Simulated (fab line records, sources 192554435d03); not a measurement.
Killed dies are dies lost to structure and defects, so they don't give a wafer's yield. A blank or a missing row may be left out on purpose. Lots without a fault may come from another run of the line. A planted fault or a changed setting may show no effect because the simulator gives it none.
Split-lot experiment | flow n5_finfet | 7 lots, 21 wafers read, on a route of 1938 steps

THE SPLIT
At N5_FIN_CUT_COAT_19 (time 60 s, resist thk 20 nm), the setting spin_rpm was moved away from the recipe's 1500 rpm on 6 of the 21 wafers read, by -10.2% to +11.1%. The other wafers ran this setting at the recipe's value.

FROM THE SPLIT TO THE READING: what the file shows between them, 6 steps
- N5_FIN_CUT_EXPOSE_05: exposes mask FIN CUT (also split here: dose_mj)
- N5_FIN_CUT_PEB_06: peb time 60 s
- N5_FIN_CUT_DEVELOP_07: develop time 30 s
- N5_FIN_CUT_CD_MEAS_08: target cd 29.1 nm
- N5_FIN_CUT_DESCUM_13: chemistry O2, time 7 s
- N5_FIN_CUT_ETCH_30: etches underlayer in N2/H2, target depth 13 nm, time 10.4 s

THE READING
etch.depth_nm (the simulator's own value, which no gauge read), in nm, at N5_FIN_CUT_ETCH_20 (etches SiARC in CF4, target depth 26 nm, time 43.3 s). The file gives no usual value for it. The 15 wafers here that ran the recipe average 20.02 nm, standard deviation 0.08 nm.

wafer  | tool, chamber at the split | spin_rpm as run, rpm | against the recipe | etch.depth_nm, nm | against lot-mates on the recipe
L076.1 | litho_track-02, 0          | 1500                 | recipe             | 20.13             | -
L076.3 | litho_track-02, 0          | 1500                 | recipe             | 20.09             | -
L076.5 | litho_track-02, 0          | 1500                 | recipe             | 20.12             | -
L077.2 | litho_track-04, 0          | 1500                 | recipe             | 19.92             | -
L077.3 | litho_track-04, 0          | 1500                 | recipe             | 19.92             | -
L077.4 | litho_track-04, 0          | 1500                 | recipe             | 19.94             | -
L080.1 | litho_track-04, 0          | 1500                 | recipe             | 19.97             | -
L080.3 | litho_track-04, 0          | 1644                 | +9.6%              | 19.11             | -0.86
L080.6 | litho_track-04, 0          | 1644                 | +9.6%              | 19.14             | -0.83
L085.1 | litho_track-02, 0          | 1500                 | recipe             | 20.08             | -
L085.3 | litho_track-02, 0          | 1500                 | recipe             | 20.08             | -
L085.6 | litho_track-02, 0          | 1500                 | recipe             | 20.03             | -
L088.2 | litho_track-02, 0          | 1347                 | -10.2%             | 21.2              | +1.10
L088.4 | litho_track-02, 0          | 1500                 | recipe             | 20.09             | -
L088.6 | litho_track-02, 0          | 1500                 | recipe             | 20.11             | -
L093.3 | litho_track-01, 0          | 1500                 | recipe             | 19.92             | -
L093.4 | litho_track-01, 0          | 1645                 | +9.7%              | 19.04             | -0.88
L093.6 | litho_track-01, 0          | 1645                 | +9.7%              | 18.97             | -0.95
L095.1 | litho_track-01, 0          | 1500                 | recipe             | 20                | -
L095.2 | litho_track-01, 0          | 1666                 | +11.1%             | 19.05             | -0.91
L095.4 | litho_track-01, 0          | 1500                 | recipe             | 19.92             | -

THE FIT
A straight line over all 21 wafers: etch.depth_nm changes by -0.101 nm for each +1% of spin_rpm; r = -0.99; the points scatter about the line by 0.089 nm.
The same after taking each lot's own level away (the mean of its wafers on the recipe; 21 wafers): -0.0935 nm for each +1%; r = -1.00; scatter 0.049 nm.
On that fit, the largest move of spin_rpm shifts the reading by 1 nm.
The lots' own levels span 19.920 to 20.113 nm, that is 2.4 times the standard deviation above.
So the lot-to-lot level changes the slope little: the two slopes agree.
Check: with one of the wafers moved furthest among these (+11.1%) left out of the fit, the line predicts -1.05 nm for it against its lot-mates. It came out at -0.91 nm against them.

OTHER SPLITS ON THESE WAFERS
These wafers also went through other splits before the reading. Each is held against what the fit with the lots' levels taken away leaves over:
other split on the same wafers | wafers away from the commonest value | r with etch.depth_nm (lot level and that fit taken away)
N5_ZERO_LAYER_ETCH_18 icp_w    | 9                                    | -0.03
N5_WELL_APT_COAT_02 spin_rpm   | 11                                   | +0.21
N5_FIN_CUT_EXPOSE_05 dose_mj   | 6                                    | +0.07

THE WHOLE CHAIN: every reading that the file lists as answering this split, in the file's order
step               | what it does                                         | reading                                                                          | change (the file's fit)                | r (the file's)
N5_FIN_CUT_COAT_19 | time 60 s, resist thk 20 nm                          | SiARC_of_FIN_CUT_COAT_19.thk_nm (the simulator's own value, which no gauge read) | -0.0962 nm for each +1% of the setting | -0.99
N5_FIN_CUT_ETCH_20 | etches SiARC in CF4, target depth 26 nm, time 43.3 s | etch.depth_nm (the simulator's own value, which no gauge read)                   | -0.0931 nm for each +1% of the setting | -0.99

THE FILE'S OWN FIT
etch.depth_nm changes by -0.0931 nm for each +1% of spin_rpm, r = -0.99.
